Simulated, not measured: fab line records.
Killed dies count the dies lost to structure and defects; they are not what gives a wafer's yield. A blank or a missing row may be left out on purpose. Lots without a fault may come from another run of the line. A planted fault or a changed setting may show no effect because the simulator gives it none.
Matching of chambers :: flow nand_harc :: NHARC_P_M0_PRE_CLEAN_31 on pecvd-01: 3 sister chambers
The step time 12 s. 3 wafers are shown with their chamber, then 7 later ones without.

== WAFERS PAIRED WITH THEIR CHAMBERS ==
wafer: L119.4
chamber: 0
heater_power_w (W): 691

wafer: L119.5
chamber: 2
heater_power_w (W): 687

wafer: L123.4
chamber: 1
heater_power_w (W): 500

== WAFERS WITH NO CHAMBER GIVEN ==
wafer: L123.6
heater_power_w (W): 664

wafer: L125.1
heater_power_w (W): 721

wafer: L125.3
heater_power_w (W): 562

wafer: L125.5
heater_power_w (W): 688

wafer: L130.3
heater_power_w (W): 501

wafer: L130.4
heater_power_w (W): 806

wafer: L130.6
heater_power_w (W): 506

== WHICH CHAMBER EACH WENT THROUGH ==
wafer: L123.6
from the rows above: can't be placed: 2 or 0
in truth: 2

wafer: L125.1
from the rows above: can't be placed: 0 or 2
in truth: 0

wafer: L125.3
from the rows above: can't be placed: 1 or 2 or 0
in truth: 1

wafer: L125.5
from the rows above: can't be placed: 2 or 0
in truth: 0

wafer: L130.3
from the rows above: 1
in truth: 1

wafer: L130.4
from the rows above: can't be placed: 0 or 2
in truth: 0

wafer: L130.6
from the rows above: 1
in truth: 1
Correctly placed: 2 of 7. Cannot be placed on the basis of these rows: 5; the candidates contain the true chamber in 5. Number placed wrongly: 0.
How it was worked out, from the rows above alone: a wafer's distance from a chamber is the root of the sum, over the readings, of the square of ((its reading less the chamber's mean) divided by the reading's scatter). The wafer belongs to the nearest chamber; if the next one is less than 2 further off, it can't be placed. The mean given for a chamber averages the wafers shown for that chamber. The scatter (one wafer shown for each chamber): square how far every hidden wafer sits from the nearest shown wafer, average those squares and take the square root.
